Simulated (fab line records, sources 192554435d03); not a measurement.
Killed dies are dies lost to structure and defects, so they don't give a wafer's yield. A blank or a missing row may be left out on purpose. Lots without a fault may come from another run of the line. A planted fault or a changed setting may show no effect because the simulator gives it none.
fab line records | flow n5_finfet
record lots=24 wafers=72 last_day=18
route steps=1938 shown BEOL_M1@824 BEOL_M2@857
lots that met no fault: from a run of the same line without faults
start_h: hours from the record's first day to the start of the lot's first wafer shown | wait_h: hours since the lot's step before | " the same as in the row above | L1.1+2: a row that stands for several wafers | - no value, or no start given | * or withheld: withheld | < > ~ a bound
route shown NAME@n: a module of which the file shows steps, and the number in the route of the first | usual: mean/standard deviation of fault-free wafers | same: alike in all rows | chamber/n: place in a boat | sites: the reading at each site | _std_site: their standard deviation | _edge_site: outer sites' mean less inner sites' | radius_mm: how far each site lies from the wafer's centre | mask NAME#n: copy n | behind: the tool/chamber that last shaped the wafer | hold: why the lot was held/for how many hours/how that ended | device: the transistor (n, p or np) that didn't switch | end of line: the same wafers' tests at the end of the route | a step without rows: its recipe alone | killed: dies lost to structure and defects at the first sort, not the wafer's yield | map: a wafer's dies, x killed, . not, _ none there
set.NAME: the setting as run; set.NAME@STEP: as run at that earlier step | model.NAME: the simulator's own value behind a step, which no gauge read
steps of the route over a sample of lots; a table a step, a row a wafer
services: from which hour (start_h, from the record's first day; less than 0 if before it) a tool's chamber was out of use, for how many hours, and why
## steps
# step N5_BEOL_M1_SPUTTER_90
# recipe material=Cu target_thk_a=45 temp_c=-20 chamber_pressure_pa=0.07 power_w=withheld time_s=8.29
# usual throttle_valve_pct=29.6/1.3
# columns lot.wafer tool chamber start_h wait_h throttle_valve_pct
L074.3 pvd_sputter-02 - 132.24 0.1 28.7
L074.5 " - " " 29.1
L074.6 " - " " 30.7
L075.1 pvd_sputter-03 - 138.51 0.1 31.5
L075.3 " - " " 32.2
L075.5 " - " " 28.9
L076.2 pvd_sputter-01 - 138.87 0.1 28.0
L076.4 " - " " 29.3
L076.5 " - " " 29.1
L077.1 pvd_sputter-01 - 157.88 0.1 28.3
L077.4 " - " " 29.3
L077.5 " - " " 28.3
L078.4 pvd_sputter-03 - 159.80 0.1 32.1
L078.5 " - " " 31.3
L078.6 " - " " 28.9
L079.4 pvd_sputter-03 - 163.92 0.1 32.1
L079.5 " - " " 29.6
L079.6 " - " " 32.1
L080.2 pvd_sputter-02 - 169.62 0.1 30.6
L080.3 " - " " 28.1
L080.6 " - " " 28.7
L081.2 pvd_sputter-02 - 174.12 0.1 28.7
L081.3 " - " " 29.1
L081.5 " - " " 30.9
L082.2 pvd_sputter-01 - 177.49 0.1 28.5
L082.3 " - " " 29.2
L082.4 " - " " 30.6
L083.2 pvd_sputter-02 - 188.53 0.1 28.8
L083.4 " - " " 30.9
L083.6 " - " " 30.9
L084.1 pvd_sputter-01 - 194.69 0.1 28.4
L084.2 " - " " 28.2
L084.3 " - " " 29.6
L085.3 pvd_sputter-01 - 201.27 0.1 28.2
L085.4 " - " " 28.5
L085.6 " - " " 29.3
L087.1 pvd_sputter-02 - 210.07 0.1 28.4
L087.2 " - " " 28.6
L087.3 " - " " 30.8
L086.1 pvd_sputter-02 - 217.73 0.1 28.3
L086.5 " - " " 28.2
L086.6 " - " " 28.7
L088.2 pvd_sputter-01 - 218.62 0.1 30.7
L088.3 " - " " 28.4
L088.6 " - " " 30.9
L089.1 pvd_sputter-03 - 226.76 0.1 29.2
L089.2 " - " " 31.6
L089.5 " - " " 31.5
L090.3 pvd_sputter-01 - 227.07 0.1 28.5
L090.5 " - " " 28.1
L090.6 " - " " 30.9
L091.1 pvd_sputter-01 - 234.98 0.1 28.2
L091.3 " - " " 28.6
L091.5 " - " " 29.1
L092.3 pvd_sputter-03 - 241.19 0.1 31.7
L092.4 " - " " 31.7
L092.5 " - " " 29.0
L093.1 pvd_sputter-03 - 243.03 0.1 29.3
L093.3 " - " " 31.3
L093.4 " - " " 31.9
L094.1 pvd_sputter-03 - 256.76 0.1 28.6
L094.4 " - " " 29.4
L094.5 " - " " 31.7
L095.2 pvd_sputter-02 - 269.49 0.1 28.4
L095.5 " - " " 28.4
L095.6 " - " " 28.8
L097.3 pvd_sputter-03 - 270.77 0.1 31.9
L097.5 " - " " 29.3
L097.6 " - " " 29.0
L096.2 pvd_sputter-01 - 270.88 0.1 29.5
L096.3 " - " " 30.8
L096.5 " - " " 31.0
# step N5_BEOL_M1_SPUTTER_94
# recipe material=Cu target_thk_a=45 temp_c=-20 chamber_pressure_pa=0.07 power_w=withheld time_s=8.29
# usual throttle_valve_pct=29.6/1.3
# columns lot.wafer tool chamber start_h wait_h throttle_valve_pct
L074.3 pvd_sputter-02 - 132.68 0.1 29.3
L074.5 " - " " 28.9
L074.6 " - " " 31.0
L075.1 pvd_sputter-03 - 138.95 0.1 31.1
L075.3 " - " " 31.9
L075.5 " - " " 28.8
L076.2 pvd_sputter-01 - 139.31 0.1 28.4
L076.4 " - " " 29.4
L076.5 " - " " 29.2
L077.1 pvd_sputter-01 - 158.32 0.1 28.5
L077.4 " - " " 29.3
L077.5 " - " " 28.4
L078.4 pvd_sputter-03 - 160.24 0.1 32.1
L078.5 " - " " 31.6
L078.6 " - " " 29.0
L079.4 pvd_sputter-03 - 164.36 0.1 32.0
L079.5 " - " " 29.3
L079.6 " - " " 32.1
L080.2 pvd_sputter-02 - 170.06 0.1 30.8
L080.3 " - " " 28.5
L080.6 " - " " 28.5
L081.2 pvd_sputter-02 - 174.56 0.1 28.6
L081.3 " - " " 29.1
L081.5 " - " " 30.8
L082.2 pvd_sputter-01 - 177.93 0.1 28.4
L082.3 " - " " 29.4
L082.4 " - " " 30.9
L083.2 pvd_sputter-02 - 188.97 0.1 29.0
L083.4 " - " " 30.8
L083.6 " - " " 31.0
L084.1 pvd_sputter-01 - 195.13 0.1 28.4
L084.2 " - " " 28.2
L084.3 " - " " 29.4
L085.3 pvd_sputter-01 - 201.71 0.1 28.2
L085.4 " - " " 28.6
L085.6 " - " " 29.2
L087.1 pvd_sputter-02 - 210.51 0.1 28.2
L087.2 " - " " 28.8
L087.3 " - " " 30.6
L086.1 pvd_sputter-02 - 218.17 0.1 28.1
L086.5 " - " " 28.3
L086.6 " - " " 29.2
L088.2 pvd_sputter-01 - 219.06 0.1 30.8
L088.3 " - " " 28.5
L088.6 " - " " 30.7
L089.1 pvd_sputter-03 - 227.20 0.1 29.3
L089.2 " - " " 31.3
L089.5 " - " " 31.6
L090.3 pvd_sputter-01 - 227.51 0.1 28.0
L090.5 " - " " 28.1
L090.6 " - " " 30.9
L091.1 pvd_sputter-01 - 235.42 0.1 28.2
L091.3 " - " " 28.5
L091.5 " - " " 29.2
L092.3 pvd_sputter-03 - 241.63 0.1 31.4
L092.4 " - " " 31.8
L092.5 " - " " 28.9
L093.1 pvd_sputter-03 - 243.47 0.1 29.1
L093.3 " - " " 31.6
L093.4 " - " " 31.7
L094.1 pvd_sputter-03 - 257.20 0.1 28.8
L094.4 " - " " 29.2
L094.5 " - " " 31.4
L095.2 pvd_sputter-02 - 269.93 0.1 28.7
L095.5 " - " " 27.9
L095.6 " - " " 29.0
L097.3 pvd_sputter-03 - 271.21 0.1 31.7
L097.5 " - " " 29.3
L097.6 " - " " 29.0
L096.2 pvd_sputter-01 - 271.32 0.1 29.3
L096.3 " - " " 30.8
L096.5 " - " " 30.9
# step N5_BEOL_M2_DESCUM_16
# recipe chemistry=O2 time_s=7 source_power_w=50 bias_power_w=20 pressure_mtorr=20 rf_frequency_hz=2.712e+07 temp_c=40 resist=CAR-EUV o2_flow_sccm=225
# usual drypump_motor_current_A=5.69/0.28 oes_product_au=0.81/0.084 rf_vpp_V=243.0/1.3 showerhead_plenum_p_Torr=2.09/0.073 throttle_valve_pct=20.35/0.25
# columns lot.wafer tool chamber start_h wait_h drypump_motor_current_A oes_product_au rf_hours_counter_h rf_vpp_V showerhead_plenum_p_Torr throttle_valve_pct
L074.3 rie_diel-01 1 137.06 0.4 5.49 0.66 244 243.8 2.14 20.49
L074.5 " 2 " " 5.82 0.78 - 243.6 2.05 20.49
L074.6 " 3 " " 5.51 0.67 - 241.3 1.98 20.36
L075.1 rie_diel-01 1 140.99 0.1 5.50 0.66 245 243.2 2.13 20.51
L075.3 " 3 " " 5.49 0.67 237 241.7 1.98 20.35
L075.5 " 2 " " 5.83 0.77 - 240.9 2.05 20.49
L076.2 rie_diel-01 0 143.26 0.0 5.73 0.86 42 240.9 2.05 20.44
L076.4 " 2 " " 5.84 0.77 115 242.2 2.05 20.49
L076.5 " 2 " " 5.85 0.78 - 242.4 2.05 20.46
L077.1 rie_diel-01 3 162.28 0.1 5.48 0.66 246 241.3 1.98 20.37
L077.4 " 2 " " 5.83 0.78 - 243.3 2.05 20.49
L077.5 " 3 " " 5.51 0.67 - 241.2 1.98 20.37
L078.4 rie_diel-06 3 163.06 0.0 5.25 0.85 62 241.0 2.02 20.57
L078.5 " 0 " " 5.71 0.73 - 241.5 2.00 20.82
L078.6 " 1 " " 5.96 0.91 - 244.0 2.23 20.15
L079.4 rie_diel-02 3 168.34 0.0 6.10 0.72 181 243.6 2.11 20.41
L079.5 " 0 " " 5.97 0.87 - 244.0 2.10 20.34
L079.6 " 3 " " 6.12 0.72 - 242.4 2.11 20.40
L080.2 rie_diel-06 2 173.22 0.0 5.14 0.89 32 243.7 2.14 20.45
L080.3 " 3 " " 5.28 0.84 65 241.8 2.02 20.58
L080.6 " 3 " " 5.29 0.84 - 242.4 2.02 20.60
L081.2 rie_diel-02 1 176.81 0.0 5.55 0.94 15 243.9 2.21 19.93
L081.3 " 3 " " 6.09 0.71 185 243.5 2.10 20.41
L081.5 " 2 " " 5.34 0.90 - 243.6 2.03 19.91
L082.2 rie_diel-01 0 180.74 0.1 5.69 0.85 53 242.0 2.04 20.47
L082.3 " 2 " " 5.85 0.76 130 242.1 2.05 20.50
L082.4 " 1 " " 5.50 0.96 - 244.1 2.13 20.10
L083.2 rie_diel-06 1 193.47 0.3 5.98 0.90 55 244.1 2.22 20.16
L083.4 " 2 " " 5.15 0.89 38 244.2 2.14 20.47
L083.6 " 1 " " 5.99 0.88 - 244.6 2.22 20.15
L084.1 rie_diel-02 2 199.78 0.0 5.37 0.88 33 242.9 2.02 19.90
L084.2 " 3 " " 6.09 0.70 194 241.7 2.10 20.43
L084.3 " 1 " " 5.56 0.92 24 243.9 2.21 19.92
L085.3 rie_diel-01 2 205.73 0.2 5.85 0.76 140 241.5 2.05 20.51
L085.4 " 3 " " 5.51 0.97 6 245.0 2.24 19.95
L085.6 " 0 " " 5.74 0.82 - 242.3 2.04 20.47
L087.1 rie_diel-06 3 214.48 0.0 5.27 0.82 77 242.8 2.02 20.61
L087.2 " 2 " " 5.11 0.88 45 243.8 2.14 20.46
L087.3 " 1 " " 5.96 0.88 62 244.5 2.22 20.18
L086.1 rie_diel-02 1 222.22 0.0 5.56 0.91 31 245.3 2.20 19.94
L086.5 " 3 " " 6.12 0.71 - 243.6 2.10 20.43
L086.6 " 0 " " 5.97 0.85 - 242.2 2.10 20.37
L088.2 rie_diel-02 2 223.38 0.1 5.34 0.86 39 241.9 2.02 19.92
L088.3 " 3 " " 6.10 0.70 201 242.8 2.10 20.43
L088.6 " 0 " " 5.96 0.84 - 241.7 2.10 20.36
L089.1 rie_diel-02 3 232.04 0.0 6.12 0.70 205 243.4 2.10 20.43
L089.2 " 0 " " 5.96 0.83 92 243.3 2.10 20.37
L089.5 " 3 " " 6.11 0.70 - 242.6 2.10 20.44
L090.3 rie_diel-06 2 232.26 0.0 5.14 0.85 51 242.4 2.13 20.49
L090.5 " 0 " " 5.69 0.72 - 241.2 1.99 20.86
L090.6 " 1 " " 5.95 0.87 - 243.6 2.22 20.19
L091.1 rie_diel-02 1 239.49 0.0 5.59 0.88 38 246.1 2.20 19.96
L091.3 " 3 " " 6.11 0.70 208 243.4 2.10 20.45
L091.5 " 0 " " 5.98 0.83 - 243.7 2.09 20.38
L092.3 rie_diel-02 1 246.21 0.0 5.55 0.88 40 245.8 2.20 19.97
L092.4 " 0 " " 5.95 0.83 98 242.4 2.09 20.38
L092.5 " 0 " " 5.97 0.83 - 243.8 2.09 20.37
L093.1 rie_diel-06 0 246.27 0.0 5.74 0.71 184 241.0 1.99 20.88
L093.3 " 1 " " 5.97 0.86 73 245.6 2.22 20.18
L093.4 " 2 " " 5.18 0.85 56 243.9 2.13 20.50
L094.1 rie_diel-02 0 259.79 0.4 5.96 0.82 102 243.5 2.09 20.37
L094.4 " 2 " " 5.35 0.86 48 243.0 2.02 19.93
L094.5 " 3 " " 6.10 0.69 - 243.3 2.09 20.47
L095.2 rie_diel-01 1 272.71 0.1 5.54 0.88 39 243.1 2.12 20.17
L095.5 " 0 " " 5.67 0.79 - 240.8 2.03 20.52
L095.6 " 1 " " 5.51 0.88 - 242.9 2.12 20.15
L097.3 rie_diel-02 3 273.55 0.0 6.12 0.69 220 242.5 2.09 20.47
L097.5 " 0 " " 5.94 0.83 - 243.7 2.09 20.39
L097.6 " 3 " " 6.08 0.70 - 242.3 2.09 20.46
L096.2 rie_diel-01 3 273.64 0.0 5.50 0.92 29 246.4 2.23 20.01
L096.3 " 2 " " 5.86 0.73 165 243.3 2.04 20.55
L096.5 " 0 " " 5.67 0.81 - 241.5 2.03 20.51
# step N5_BEOL_M2_INSPECT_30
# recipe mode=adi inspect_instrument=brightfield
# usual raw_defect_count=413/93
# columns lot.wafer tool chamber start_h wait_h raw_defect_count
L074.3 defect_inspect-01 - 137.91 0.0 538
L074.5 " - " " 365
L074.6 " - " " 459
L075.1 defect_inspect-02 - 141.86 0.1 349
L075.3 " - " " 324
L075.5 " - " " 355
L076.2 defect_inspect-01 - 148.63 0.0 439
L076.4 " - " " 472
L076.5 " - " " 364
L077.1 defect_inspect-01 - 163.12 0.1 269
L077.4 " - " " 292
L077.5 " - " " 330
L078.4 defect_inspect-02 - 163.90 0.0 492
L078.5 " - " " 397
L078.6 " - " " 358
L079.4 defect_inspect-02 - 169.19 0.0 341
L079.5 " - " " 408
L079.6 " - " " 413
L080.2 defect_inspect-02 - 174.06 0.0 268
L080.3 " - " " 301
L080.6 " - " " 337
L081.2 defect_inspect-01 - 177.65 0.0 397
L081.3 " - " " 401
L081.5 " - " " 355
L082.2 defect_inspect-01 - 181.59 0.1 442
L082.3 " - " " 274
L082.4 " - " " 497
L083.2 defect_inspect-01 - 194.45 0.0 369
L083.4 " - " " 373
L083.6 " - " " 354
L084.1 defect_inspect-02 - 200.74 0.1 334
L084.2 " - " " 524
L084.3 " - " " 471
L085.3 defect_inspect-02 - 206.70 0.0 532
L085.4 " - " " 596
L085.6 " - " " 459
L087.1 defect_inspect-02 - 215.42 0.1 362
L087.2 " - " " 416
L087.3 " - " " 333
L086.1 defect_inspect-01 - 223.19 0.1 480
L086.5 " - " " 418
L086.6 " - " " 516
L088.2 defect_inspect-02 - 224.40 0.0 384
L088.3 " - " " 353
L088.6 " - " " 296
L089.1 defect_inspect-02 - 233.04 0.1 532
L089.2 " - " " 483
L089.5 " - " " 452
L090.3 defect_inspect-02 - 233.12 0.0 493
L090.5 " - " " 623
L090.6 " - " " 530
L091.1 defect_inspect-02 - 240.37 0.1 496
L091.3 " - " " 545
L091.5 " - " " 508
L092.3 defect_inspect-02 - 247.05 0.0 617
L092.4 " - " " 276
L092.5 " - " " 380
L093.1 defect_inspect-02 - 247.14 0.1 295
L093.3 " - " " 260
L093.4 " - " " 312
L094.1 defect_inspect-02 - 260.71 0.1 420
L094.4 " - " " 440
L094.5 " - " " 571
L095.2 defect_inspect-02 - 273.55 0.0 516
L095.5 " - " " 314
L095.6 " - " " 378
L097.3 defect_inspect-01 - 274.39 0.0 515
L097.5 " - " " 360
L097.6 " - " " 265
L096.2 defect_inspect-02 - 274.61 0.0 463
L096.3 " - " " 435
L096.5 " - " " 484
# step N5_BEOL_M2_ETCH_77
# recipe chemistry=N2/H2 target=underlayer target_depth_a=65 mask_material=CAR-EUV time_s=5.2 ion_energy_ev=200 pressure_mtorr=30 source_w=840 bias_w=150 n2_flow_sccm=200 h2_flow_sccm=200 ends=cleared
# usual bias_w=150.0/0.46 drypump_motor_current_A=5.64/0.29 etch_rf_on_time_s=5.16/0.2 oes_product_au=0.71/0.07 rf_vpp_V=523.8/2.8 showerhead_plenum_p_Torr=2.55/0.1 throttle_valve_pct=17.81/0.28
# columns lot.wafer tool chamber start_h wait_h bias_w drypump_motor_current_A etch_rf_on_time_s oes_product_au rf_hours_counter_h rf_vpp_V showerhead_plenum_p_Torr throttle_valve_pct
L074.3 rie_diel-01 0 138.05 0.0 149.5 5.69 4.76 0.77 40 523.2 2.52 18.03
L074.5 " 3 " " 151.3 5.47 5.11 0.59 - 522.4 2.40 17.70
L074.6 " 0 " " 149.9 5.72 4.70 0.77 - 521.3 2.52 18.05
L075.1 rie_diel-02 0 141.92 0.0 149.4 5.97 5.12 0.74 58 525.1 2.61 17.99
L075.3 " 2 " " 150.3 5.35 5.26 0.78 10 521.9 2.52 17.48
L075.5 " 0 " " 149.8 5.98 5.09 0.74 - 525.7 2.61 17.98
L076.2 rie_diel-02 1 148.70 0.0 150.5 5.55 5.35 0.79 5 529.5 2.73 17.50
L076.4 " 3 " " 150.4 6.12 5.19 0.62 174 523.2 2.51 17.51
L076.5 " 2 " " 149.3 5.35 5.26 0.78 - 524.5 2.52 17.47
L077.1 rie_diel-06 1 163.32 0.0 149.2 5.96 4.94 0.77 46 528.4 2.69 17.49
L077.4 " 0 " " 150.2 5.71 5.32 0.62 158 522.4 2.43 18.16
L077.5 " 3 " " 150.0 5.30 5.29 0.73 - 521.9 2.47 18.11
L078.4 rie_diel-01 0 163.97 0.0 150.3 5.68 4.73 0.76 - 521.9 2.51 18.06
L078.5 " 3 " " 149.6 5.54 5.19 0.58 - 520.6 2.39 17.70
L078.6 " 2 " " 150.3 5.85 5.38 0.65 - 522.1 2.44 17.76
L079.4 rie_diel-06 0 169.25 0.0 151.2 5.70 5.28 0.62 160 517.6 2.43 18.16
L079.5 " 1 " " 150.1 5.98 4.94 0.76 - 527.9 2.69 17.47
L079.6 " 0 " " 149.9 5.69 5.26 0.62 - 522.2 2.43 18.17
L080.2 rie_diel-01 0 174.15 0.0 150.0 5.69 4.67 0.75 51 523.2 2.51 18.03
L080.3 " 1 " " 150.3 5.50 4.93 0.85 2 525.0 2.65 17.93
L080.6 " 2 " " 150.2 5.85 5.36 0.65 - 521.0 2.44 17.71
L081.2 rie_diel-01 2 177.72 0.0 150.3 5.87 5.42 0.65 129 521.3 2.44 17.74
L081.3 " 0 " " 150.2 5.70 4.77 0.75 52 523.1 2.51 18.05
L081.5 " 2 " " 149.7 5.85 5.43 0.65 - 522.0 2.44 17.73
L082.2 rie_diel-02 0 181.66 0.0 150.2 5.96 5.10 0.73 73 525.7 2.60 18.00
L082.3 " 2 " " 150.9 5.34 5.26 0.75 25 526.0 2.51 17.52
L082.4 " 3 " " 150.3 6.11 5.28 0.60 186 523.4 2.51 17.53
L083.2 rie_diel-02 0 194.56 0.0 150.1 5.99 5.01 0.73 79 523.0 2.60 18.01
L083.4 " 1 " " 150.3 5.55 5.38 0.77 22 528.7 2.72 17.53
L083.6 " 0 " " 150.0 5.97 4.99 0.72 - 526.1 2.60 18.03
L084.1 rie_diel-01 0 200.81 0.0 150.2 5.70 4.82 0.75 60 520.3 2.51 18.07
L084.2 " 3 " " 149.2 5.50 5.08 0.84 4 529.3 2.71 17.25
L084.3 " 2 " " 149.8 5.85 5.48 0.64 138 523.9 2.44 17.77
L085.3 rie_diel-06 3 206.77 0.0 149.9 5.27 5.33 0.71 75 520.6 2.46 18.11
L085.4 " 0 " " 150.8 5.68 5.34 0.62 171 520.3 2.42 18.18
L085.6 " 3 " " 150.7 5.27 5.33 0.71 - 520.4 2.46 18.13
L087.1 rie_diel-01 1 215.49 0.0 149.8 5.53 5.02 0.80 17 523.0 2.64 17.94
L087.2 " 2 " " 150.1 5.89 5.49 0.64 143 522.2 2.44 17.76
L087.3 " 3 " " 149.8 5.51 5.01 0.84 8 527.3 2.71 17.27
L086.1 rie_diel-02 2 223.31 0.0 149.8 5.35 5.37 0.73 39 521.4 2.51 17.56
L086.5 " 0 " " 150.0 5.95 5.05 0.71 - 523.8 2.59 18.04
L086.6 " 3 " " 149.4 6.12 5.20 0.60 - 523.5 2.50 17.56
L088.2 rie_diel-02 1 224.47 0.0 149.6 5.54 5.38 0.74 32 529.9 2.72 17.55
L088.3 " 0 " " 149.9 5.98 5.06 0.71 89 525.4 2.59 18.02
L088.6 " 2 " " 149.8 5.36 5.23 0.73 - 523.5 2.51 17.55
L089.1 rie_diel-06 0 233.11 0.0 150.6 5.72 5.28 0.62 180 521.8 2.42 18.18
L089.2 " 3 " " 150.6 5.29 5.30 0.71 84 523.4 2.46 18.15
L089.5 " 2 " " 149.5 5.14 5.08 0.75 - 524.5 2.56 17.75
L090.3 rie_diel-06 1 233.22 0.0 149.5 5.99 4.91 0.75 68 527.5 2.68 17.52
L090.5 " 2 " " 150.2 5.13 5.12 0.75 - 525.5 2.56 17.70
L090.6 " 3 " " 150.7 5.28 5.27 0.70 - 521.0 2.46 18.14
L091.1 rie_diel-02 3 240.47 0.0 149.8 6.08 5.23 0.60 208 523.2 2.50 17.56
L091.3 " 0 " " 149.8 5.93 5.04 0.70 96 524.2 2.59 18.04
L091.5 " 0 " " 150.7 5.96 5.07 0.71 - 526.3 2.59 18.00
L092.3 rie_diel-02 3 247.26 0.0 149.9 6.09 5.19 0.60 212 524.1 2.50 17.59
L092.4 " 1 " " 150.5 5.58 5.41 0.73 41 529.0 2.71 17.57
L092.5 " 2 " " 149.5 5.35 5.32 0.72 - 522.0 2.50 17.55
L093.1 rie_diel-01 2 247.30 0.0 150.0 5.84 5.44 0.62 154 521.2 2.43 17.78
L093.3 " 0 " " 150.0 5.72 4.78 0.71 77 519.6 2.50 18.10
L093.4 " 1 " " 150.4 5.56 4.92 0.78 29 525.8 2.64 17.98
L094.1 rie_diel-01 2 260.87 0.0 149.7 5.84 5.47 0.62 159 520.3 2.43 17.77
L094.4 " 1 " " 149.7 5.51 5.00 0.78 34 525.2 2.64 18.01
L094.5 " 0 " " 149.5 5.69 4.84 0.71 - 521.5 2.50 18.12
L095.2 rie_diel-06 1 273.62 0.0 149.6 5.97 5.01 0.74 82 527.8 2.68 17.52
L095.5 " 0 " " 150.9 5.71 5.32 0.60 - 521.8 2.41 18.24
L095.6 " 3 " " 150.6 5.27 5.37 0.68 - 523.8 2.45 18.16
L097.3 rie_diel-06 2 274.46 0.0 149.8 5.14 5.18 0.71 66 527.0 2.55 17.72
L097.5 " 3 " " 150.5 5.28 5.38 0.69 - 522.7 2.45 18.15
L097.6 " 0 " " 149.6 5.72 5.31 0.61 - 522.8 2.41 18.22
L096.2 rie_diel-06 3 274.67 0.0 150.3 5.27 5.35 0.68 99 520.4 2.45 18.15
L096.3 " 0 " " 150.1 5.71 5.27 0.61 194 519.7 2.41 18.22
L096.5 " 0 " " 149.6 5.72 5.30 0.60 - 520.8 2.41 18.22
# step N5_BEOL_M2_OCD_MEAS_38
# usual trench_depth_nm=55.7/1.6
# columns lot.wafer tool chamber start_h wait_h trench_depth_nm
L074.3 ocd-01 - 144.14 - 56.2
L074.5 " - " " 54.3
L074.6 " - " " 54.5
L075.1 ocd-01 - 145.30 - 55.1
L075.3 " - " " 53.0
L075.5 " - " " 54.8
L076.2 ocd-01 - 152.67 - 58.2
L076.4 " - " " 57.6
L076.5 " - " " 54.4
L078.4 ocd-01 - 165.10 - 57.9
L078.5 " - " " 53.6
L078.6 " - " " 53.6
L077.1 ocd-02 - 167.54 - 55.9
L077.4 " - " " 58.3
L077.5 " - " " 57.2
L079.4 ocd-01 - 171.40 - 53.7
L079.5 " - " " 57.0
L079.6 " - " " 58.3
L081.2 ocd-01 - 186.48 - 57.8
L081.3 " - " " 57.3
L081.5 " - " " 57.9
L080.2 ocd-02 - 192.63 - 57.2
L080.3 " - " " 53.7
L080.6 " - " " 54.7
L082.2 ocd-02 - 193.50 - 55.0
L082.3 " - " " 58.1
L082.4 " - " " 57.6
L083.2 ocd-01 - 198.28 - 55.9
L083.4 " - " " 58.6
L083.6 " - " " 57.0
L084.1 ocd-02 - 202.06 - 56.5
L084.2 " - " " 57.3
L084.3 " - " " 55.6
L085.3 ocd-01 - 208.70 - 56.9
L085.4 " - " " 54.7
L085.6 " - " " 54.2
L087.1 ocd-01 - 219.27 - 54.2
L087.2 " - " " 54.7
L087.3 " - " " 55.0
L086.1 ocd-02 - 227.77 - 57.5
L086.5 " - " " 54.8
L086.6 " - " " 57.3
L088.2 ocd-02 - 232.59 - 55.9
L088.3 " - " " 57.2
L088.6 " - " " 56.8
L090.3 ocd-02 - 235.68 - 57.6
L090.5 " - " " 54.6
L090.6 " - " " 58.1
L089.1 ocd-02 - 239.32 - 56.0
L089.2 " - " " 54.5
L089.5 " - " " 53.9
L091.1 ocd-02 - 248.30 - 54.6
L091.3 " - " " 56.2
L091.5 " - " " 54.4
L093.1 ocd-02 - 248.83 - 55.0
L093.3 " - " " 57.8
L093.4 " - " " 52.5
L092.3 ocd-01 - 265.50 - 56.2
L092.4 " - " " 54.6
L092.5 " - " " 56.2
L094.1 ocd-01 - 272.60 - 52.6
L094.4 " - " " 56.6
L094.5 " - " " 57.4
L095.2 ocd-01 - 278.74 - 56.7
L095.5 " - " " 58.2
L095.6 " - " " 57.8
L097.3 ocd-02 - 278.94 - 55.6
L097.5 " - " " 54.0
L097.6 " - " " 56.0
L096.2 ocd-01 - 283.80 - 54.9
L096.3 " - " " 56.1
L096.5 " - " " 55.7
## services
# columns tool chamber start_h hours kind
rie_diel-02 1 118.99 - clean
rie_diel-02 1 118.99 - consumable_replace:focus_ring
rie_diel-02 1 118.99 - consumable_replace:showerhead
rie_diel-02 1 118.99 17.1 scheduled_down
rie_diel-02 1 118.99 17.1 vent_cycle
rie_diel-06 - 140.11 2.3 repair
rie_diel-01 0 144.40 8.7 repair
rie_diel-01 1 153.05 - clean
rie_diel-01 1 153.05 - consumable_replace:focus_ring
rie_diel-01 1 153.05 14.7 scheduled_down
rie_diel-01 1 153.05 14.7 vent_cycle
rie_diel-01 3 171.36 - clean
rie_diel-01 3 171.36 - consumable_replace:focus_ring
rie_diel-01 3 171.36 - consumable_replace:showerhead
rie_diel-01 3 171.36 16.3 scheduled_down
rie_diel-01 3 171.36 16.3 vent_cycle
rie_diel-02 2 227.14 8.3 repair
## key
fault none
